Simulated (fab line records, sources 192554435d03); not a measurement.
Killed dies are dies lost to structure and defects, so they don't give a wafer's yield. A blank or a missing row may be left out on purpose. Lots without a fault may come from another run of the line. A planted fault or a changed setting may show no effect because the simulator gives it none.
A struck lot beside a sound one | flow n5_finfet | 15 steps out of a route of 1938
Sound: wafers L706.2, L706.5, L706.6. Struck: wafers L722.1, L722.4. The cause comes at the end.
At each step with rows: each side's tool, then ch and its chambers, then its first start. Under that, the readings that differ: sound wafers | struck wafers | difference of the means | sigmas: that difference in standard deviations of wafers without a fault.
alike: readings whose means differ by less than 2 such deviations, and words and numbers that are the same on both sides. not compared: withheld readings, readings that some wafer has no value for, bounds like >300 that may hide the same value, and numbers for which the record gives no deviation and whose values overlap.
The two part at a step that has a row with sigmas, a row that says differs or no value, or rows on one side only. Numbers that don't overlap but have no deviation are shown without sigmas and don't part them. A reading that every wafer of one side lacks parts them only if that side has two wafers or more.

first, 1 step without rows for these wafers: N5_BEOL_M8_CURE_75 (cures SiCOH lowk, time 120 s).
N5_BEOL_M8_DEGAS_44: time 60 s.
  sound on pvd_sputter-03, day 9 11:08; struck on pvd_sputter-02, day 13 14:28
  alike: heater_power_w
then, 1 step without rows for these wafers: N5_BEOL_M8_PRE_CLEAN_45 (time 30 s).
N5_BEOL_M8_ALD_77: deposits TaN, target thk 2 nm, pulse time 2 s, purge time 3 s.
  sound on ald_metal-02 ch 0,1,2, day 9 11:14; struck on ald_metal-04 ch 0,1, day 13 14:34
  alike: chamber_pressure_Torr, heater_power_w
N5_BEOL_M8_SURFACE_TREAT_79:
  sound on pvd_sputter-01, day 9 11:34; struck on pvd_sputter-02, day 13 14:55
  not compared: throttle_valve_pct
then, 1 step without rows for these wafers: N5_BEOL_M8_CVD_78 (deposits Co from CCTBA/H2, target thk 2 nm, time 142.3 s).
N5_BEOL_M8_SPUTTER_48: material Cu, target thk 10 nm, time 1.667 s.
  sound on pvd_sputter-02, day 9 11:49; struck on pvd_sputter-02, day 13 15:07
  alike: substrate_temp_c, throttle_valve_pct
then, 1 step without rows for these wafers: N5_BEOL_M8_ECD_50 (material Cu, target thk 300 nm).
N5_BEOL_M8_ANNEAL_51: time 90 s.
  sound on rtp_anneal-02 ch 0, day 9 12:04; struck on rtp_anneal-01 ch 0, day 13 15:36
  reading          | sound                | struck        | difference | sigmas
  wafer_temp_C_max | 226.00 226.18 225.83 | 225.54 225.57 | -0.45      | -2
then, 1 step without rows for these wafers: N5_BEOL_M8_CMP_52 (polishes, stops on SiCOH lowk, t overpolish 6.9 s, target thk 80 nm).
N5_BEOL_M8_THK_MEAS_53: measures by xrf.
  sound on film_metro-02, day 9 12:37; struck on film_metro-02, day 13 16:15
  alike: M8_THK
then, 1 step without rows for these wafers: N5_BEOL_M8_PRE_CLEAN_55 (time 15 s).
N5_BEOL_M8_DEP_56: deposits SiCN from 3MS/NH3, target thk 10 nm, time 17.5 s.
  sound on pecvd-03 ch 0,1, day 9 12:42; struck on pecvd-04 ch 0,1, day 13 16:31
  alike: chamber_pressure_Torr, showerhead_plenum_p_Torr, throttle_valve_pct
N5_BEOL_M8_RS_MEAS_57: measures by four-point-probe.
  sound on film_metro-02, day 9 12:47; struck on film_metro-02, day 13 16:35
  alike: M8_RS
-- the record jumps here: 3 days lie between the struck wafers' starts before and after (it left off in module BEOL_M8 and takes up again in module PASSIVATION, whose first step shown is number 1936 of the route) --
N5_PASSIVATION_PROBE_49:
  sound on prober-01, day 12 07:43; struck on prober-01, day 16 11:30
  alike: defect_limited_yield, killed_at_M0_to_M3, killed_at_M4_up, killed_at_contacts, killed_at_front_end, killed_at_other, killed_dies, killed_on_rim, killed_open, killed_short, sort_bin_5_function, sort_bin_6_memory, sort_n_pass, sort_yield_pct

WHERE THEY PART
Only at N5_BEOL_M8_ANNEAL_51, within this record. Later steps at which nothing parts them and some readings are alike: N5_BEOL_M8_THK_MEAS_53, N5_BEOL_M8_DEP_56, N5_BEOL_M8_RS_MEAS_57, N5_PASSIVATION_PROBE_49.

WHY: what the simulator had put in
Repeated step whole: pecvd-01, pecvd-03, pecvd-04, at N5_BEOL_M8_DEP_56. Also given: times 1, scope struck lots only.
